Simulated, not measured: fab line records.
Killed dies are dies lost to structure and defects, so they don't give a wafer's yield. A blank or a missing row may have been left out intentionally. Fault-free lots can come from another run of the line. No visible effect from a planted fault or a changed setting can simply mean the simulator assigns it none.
Chamber matching -- flow nand harc -- 4 sister chambers for NHARC_A_SGD_CUT_ETCHBACK_24 on rie diel-06
The step etches the open film in CH3F/O2, target depth 50 nm, time 92.857 s. 4 wafers are shown with their chamber, then 7 later ones without.

== WAFERS WITH THEIR CHAMBER ==
wafer,chamber,rf vpp V (V)
L086.4,3,246.4
L086.6,2,245.4
L090.1,0,241.7
L090.2,1,246.4

== WAFERS WHOSE CHAMBER IS MISSING ==
wafer,rf vpp V (V)
L090.5,243.9
L094.1,244.8
L094.5,245.1
L094.6,242.1
L096.2,246.7
L096.5,245.7
L096.6,241.5

== EACH ONE'S CHAMBER ==
wafer,from the rows above,in truth
L090.5,can't be placed: 2 or 0 or 1 or 3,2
L094.1,can't be placed: 2 or 1 or 3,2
L094.5,can't be placed: 2 or 1 or 3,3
L094.6,0,0
L096.2,can't be placed: 1 or 3 or 2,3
L096.5,can't be placed: 2 or 1 or 3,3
L096.6,0,0
2 of 7 placed correctly. These rows do not allow placing 5 (true chamber among the candidates in 5). Wrongly placed: 0.
How it was worked out, from the rows above alone: a wafer's distance from a chamber is the root of the sum, over the readings, of the square of ((its reading less the chamber's mean) divided by the reading's scatter). The wafer belongs to the nearest chamber; if the next one is less than 2 further off, it can't be placed. Each chamber's mean is taken over the wafers shown for it. The scatter (one wafer shown for each chamber): square how far every hidden wafer sits from the nearest shown wafer, average those squares and take the square root.
